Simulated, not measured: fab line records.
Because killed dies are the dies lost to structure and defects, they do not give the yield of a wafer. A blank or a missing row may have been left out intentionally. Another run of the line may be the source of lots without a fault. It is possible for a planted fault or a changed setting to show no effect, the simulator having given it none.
Matching of chambers || flow n5 finfet || rie diel-05 running N5_BEOL_M9_DESCUM_33: 4 sister chambers
The step chemistry O2, time 7 s. 4 wafers are shown with their chamber, then 7 later ones without.

## WAFERS PAIRED WITH THEIR CHAMBERS
{"wafer": "L084.6", "chamber": 2, "drypump motor current A (A)": 5.0}
{"wafer": "L086.3", "chamber": 0, "drypump motor current A (A)": 6.1}
{"wafer": "L087.2", "chamber": 3, "drypump motor current A (A)": 5.6}
{"wafer": "L087.4", "chamber": 1, "drypump motor current A (A)": 5.7}

## WAFERS MISSING THEIR CHAMBER
{"wafer": "L087.6", "drypump motor current A (A)": 6.2}
{"wafer": "L091.2", "drypump motor current A (A)": 5.0}
{"wafer": "L091.3", "drypump motor current A (A)": 5.6}
{"wafer": "L091.4", "drypump motor current A (A)": 5.7}
{"wafer": "L095.1", "drypump motor current A (A)": 5.7}
{"wafer": "L095.3", "drypump motor current A (A)": 5.6}
{"wafer": "L095.4", "drypump motor current A (A)": 6.1}

## CHAMBER TAKEN BY EACH
{"wafer": "L087.6", "from the rows above": 0, "in truth": 0}
{"wafer": "L091.2", "from the rows above": 2, "in truth": 2}
{"wafer": "L091.3", "from the rows above": 3, "in truth": 3}
{"wafer": "L091.4", "from the rows above": 1, "in truth": 1}
{"wafer": "L095.1", "from the rows above": 1, "in truth": 1}
{"wafer": "L095.3", "from the rows above": 3, "in truth": 3}
{"wafer": "L095.4", "from the rows above": 0, "in truth": 0}
Correctly placed: 7 of 7. From these rows, 0 cannot be placed. Placed wrongly: 0.
How it was worked out, from the rows above alone: a wafer's distance from a chamber is the root of the sum, over the readings, of the square of ((its reading less the chamber's mean) divided by the reading's scatter). If the next closest chamber is less than 2 further off than the closest, the wafer can't be placed; otherwise it belongs to the closest. The mean given for a chamber averages the wafers shown for that chamber. The scatter (one wafer shown for each chamber): square how far every hidden wafer sits from the nearest shown wafer, average those squares and take the square root.
